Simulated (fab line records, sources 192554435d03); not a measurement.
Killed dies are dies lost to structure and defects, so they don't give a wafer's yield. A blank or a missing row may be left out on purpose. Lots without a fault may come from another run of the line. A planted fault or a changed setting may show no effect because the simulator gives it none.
Chamber matching | flow n5_finfet | N5_BEOL_M8_CMP_52 on cmp-01: 4 sister chambers
The step polishes, stops on SiCOH lowk, t overpolish 6.9 s, target thk 80 nm. 4 wafers are shown with their chamber, then 8 later ones without.

WAFERS WITH THEIR CHAMBER
wafer  | chamber | motor_current_A (A)
L087.5 | 1       | 6.2
L085.6 | 2       | 5.4
L092.2 | 3       | 5.7
L090.1 | 0       | 7.1

WAFERS WITHOUT THEIR CHAMBER
wafer  | motor_current_A (A)
L090.3 | 5.7
L090.5 | 6.3
L095.1 | 5.4
L095.4 | 5.5
L095.6 | 5.9
L097.1 | 5.6
L097.3 | 6.1
L097.6 | 5.4

WHICH CHAMBER EACH WENT THROUGH
wafer  | from the rows above     | in truth
L090.3 | 3                       | 3
L090.5 | 1                       | 1
L095.1 | 2                       | 2
L095.4 | can't be placed: 2 or 3 | 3
L095.6 | can't be placed: 3 or 1 | 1
L097.1 | can't be placed: 3 or 2 | 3
L097.3 | 1                       | 1
L097.6 | 2                       | 2
Placed correctly: 5 of 8. Can't be placed from these rows: 3 (the true chamber is among the candidates in 3). Placed wrongly: 0.
How it was worked out, from the rows above alone: a wafer's distance from a chamber is the root of the sum, over the readings, of the square of ((its reading less the chamber's mean) divided by the reading's scatter). The wafer belongs to the nearest chamber; if the next one is less than 2 further off, it can't be placed. A chamber's mean is the mean of its shown wafers. The scatter: with one shown wafer a chamber, the root of the mean of the squares of how far each hidden wafer lies from its nearest shown one.
